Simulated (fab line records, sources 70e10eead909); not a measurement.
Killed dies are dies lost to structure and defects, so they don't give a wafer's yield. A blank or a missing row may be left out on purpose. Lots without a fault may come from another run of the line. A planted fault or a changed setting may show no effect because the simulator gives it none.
Chamber matching | flow nand_harc | NHARC_P_M1_DESCUM_14 on rie_diel-08: 4 sister chambers
The step chemistry O2, time 3 s. 4 wafers are shown with their chamber, then 12 later ones without.

WAFERS WITH THEIR CHAMBER
wafer  | chamber | drypump_motor_current_A (A)
L082.6 | 1       | 5.4
L084.6 | 3       | 6.1
L086.2 | 0       | 5.3
L086.5 | 2       | 5.8

WAFERS WITHOUT THEIR CHAMBER
wafer  | drypump_motor_current_A (A)
L087.3 | 6.1
L087.4 | 5.3
L087.5 | 5.3
L089.4 | 5.7
L089.5 | 5.7
L089.6 | 5.4
L090.1 | 6.2
L090.3 | 5.3
L090.6 | 5.4
L091.1 | 6.2
L091.4 | 5.4
L091.5 | 6.2

WHICH CHAMBER EACH WENT THROUGH
wafer  | from the rows above     | in truth
L087.3 | 3                       | 3
L087.4 | can't be placed: 0 or 1 | 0
L087.5 | can't be placed: 0 or 1 | 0
L089.4 | 2                       | 2
L089.5 | 2                       | 2
L089.6 | can't be placed: 1 or 0 | 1
L090.1 | 3                       | 3
L090.3 | can't be placed: 0 or 1 | 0
L090.6 | can't be placed: 1 or 0 | 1
L091.1 | 3                       | 3
L091.4 | can't be placed: 1 or 0 | 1
L091.5 | 3                       | 3
Placed correctly: 6 of 12. Can't be placed from these rows: 6 (the true chamber is among the candidates in 6). Placed wrongly: 0.
How it was worked out, from the rows above alone: a wafer's distance from a chamber is the root of the sum, over the readings, of the square of ((its reading less the chamber's mean) divided by the reading's scatter). The wafer belongs to the nearest chamber; if the next one is less than 2 further off, it can't be placed. A chamber's mean is the mean of its shown wafers. The scatter: with one shown wafer a chamber, the root of the mean of the squares of how far each hidden wafer lies from its nearest shown one.
